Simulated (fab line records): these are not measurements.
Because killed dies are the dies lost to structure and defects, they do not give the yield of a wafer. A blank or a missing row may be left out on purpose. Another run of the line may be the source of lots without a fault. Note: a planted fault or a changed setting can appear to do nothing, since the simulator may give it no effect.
8D (eight disciplines) problem report, filled in by code :: flow nand harc :: the parts of the form that need people (team, actions taken, sign-off) are left out

== 1. WHAT WENT WRONG ==
raw defect count at NHARC_P_M1_INSPECT_11 reads a mean of 431.5 on 2 wafers of 2 lots; wafers without a fault read 4.2 with a standard deviation of 2.6. So: +99 or more standard deviations from the usual mean.
First observed at day 11 03:29: wafer L959.1, on defect inspect-01. The record has a number at this step for 18 wafers belonging to 6 lots. Rule for "out", or "out of limits": more than 4 standard deviations from the usual mean. The other wafers with a number count as sound.

== 2. WHAT IT IS, AND WHAT IT ISN'T ==
question: which readings at this step
is: raw defect count
is not: -

question: which lots
is: L959, L961
is not: L943, L947, L958, L960

question: which wafers of those lots
is: L959.1, L961.3
is not: L959.3, L959.4, L961.5, L961.6

question: read on which gauges
is: defect inspect-01, defect inspect-02
is not: -

question: when
is: from day 11 03:29
is not: up to then (11 sound wafers); but 5 sound wafers of L960, L961 came after

== 3. THE SUSPECTS, EACH WITH WHAT RULES IT OUT ==
Counting: any tool at a process step up to the reading remains a suspect provided it ran every lot that is out. Sound lots after the first of them don't rule it out here, since some wafers of a struck lot are sound.
- ruled out: the gauge at NHARC_P_M1_INSPECT_11. The wafers that are out were read on 2 gauges (defect inspect-01, defect inspect-02).
- rie diel-07 at NHARC_P_M0_STRIP_18 (strips in N2/H2): kept. Every lot that is out went through it, the first being L959 (day 10 23:38); the last sound lot it ran before that was L958 (day 10 23:10).
- cmp-03 at NHARC_P_M0_CMP_23 (polishes, t overpolish 20 s, target thk 117.53 nm): kept. Every lot that is out went through it, the first being L959 (day 11 01:16); the last sound lot it ran before that was L943 (day 6 20:41).
- pecvd-02 at NHARC_P_M0_PRE_CLEAN_31 (time 12 s): kept. Every lot that is out went through it, the first being L959 (day 11 01:50); the last sound lot it ran before that was L958 (day 11 01:23).
- pecvd-02 at NHARC_P_M0_DEP_32 (deposits SiCN, target thk 30 nm): kept. Every lot that is out went through it, the first being L959 (day 11 01:56); the last sound lot it ran before that was L958 (day 11 01:28).
- Within rie diel-07 at NHARC_P_M0_STRIP_18: the wafers that are out ran in chambers 0, 1; their sound lot-mates ran in chambers 2, 3.
- cmp-03, NHARC_P_M0_CMP_23: wafers that are out in chamber 1, sound lot-mates in chambers 0, 2, 3.
Left after counting: rie diel-07 at NHARC_P_M0_STRIP_18, cmp-03 at NHARC_P_M0_CMP_23, pecvd-02 at NHARC_P_M0_PRE_CLEAN_31, pecvd-02 at NHARC_P_M0_DEP_32.

== 4. THE CAUSE (what the simulator had put in) ==
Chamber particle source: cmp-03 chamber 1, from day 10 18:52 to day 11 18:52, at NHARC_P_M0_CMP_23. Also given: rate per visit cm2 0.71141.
Counting left 4 suspects, and this tool is among them.

== 5. THE CHAIN OF EFFECTS, in route order ==
Each row: a reading whose mean over the struck wafers that have a number lies more than 3 standard deviations from the usual. Only readings whose record carries a usual standard deviation are examined. hours: median over the lots of the time between each lot's start at the first step of this table that gives one and its start at this step. sigmas: the change, counted in usual standard deviations.
hours: 0
step: NHARC_P_M0_INSPECT_27
reading: raw defect count
usual: 291
on struck wafers: 659
change: +368
sigmas: +3.7

hours: 2
step: NHARC_P_M1_INSPECT_11
reading: raw defect count
usual: 4.2
on struck wafers: 431.5
change: +427.3
sigmas: +99 or more

hours: 315
step: NHARC_END_SORT_01
reading: defect limited yield
usual: 95.1 %
on struck wafers: 51.5
change: -43.6
sigmas: -27

hours: 315
step: NHARC_END_SORT_01
reading: killed at periphery
usual: 2.9
on struck wafers: 311.0
change: +308.1
sigmas: +99 or more

hours: 315
step: NHARC_END_SORT_01
reading: killed dies
usual: 33
on struck wafers: 328
change: +296
sigmas: +27

hours: 315
step: NHARC_END_SORT_01
reading: sort_bin_2_pct
usual: 1.6 %
on struck wafers: 17.8
change: +16.1
sigmas: +25

hours: 315
step: NHARC_END_SORT_01
reading: sort_bin_3_pct
usual: 0.26 %
on struck wafers: 3.32
change: +3.06
sigmas: +17

hours: 315
step: NHARC_END_SORT_01
reading: sort_bin_4_pct
usual: 3.1 %
on struck wafers: 27.5
change: +24.4
sigmas: +22

hours: 315
step: NHARC_END_SORT_01
reading: sort n pass
usual: 644
on struck wafers: 348
change: -296
sigmas: -27

hours: 315
step: NHARC_END_SORT_01
reading: sort rim yield pct
usual: 95.7 %
on struck wafers: 50.0
change: -45.7
sigmas: -16

hours: 315
step: NHARC_END_SORT_01
reading: sort yield pct
usual: 95.1 %
on struck wafers: 51.5
change: -43.6
sigmas: -27

== 6. WHAT WOULD HAVE CAUGHT IT SOONER ==
9 hours passed between the start of the fault at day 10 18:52 and the first reading out of limits at a measuring or inspecting step in this record, taken at day 11 03:29.
Of the tool readings at NHARC_P_M0_CMP_23 for which the record gives a usual standard deviation, none was out on any struck wafer, so an alarm limit of 4 standard deviations on them would not have fired.
L961, from the lots that are out (2), started NHARC_P_M0_CMP_23 on cmp-03 later than day 11 03:29. It would have been spared by a hold on the tool at that moment.
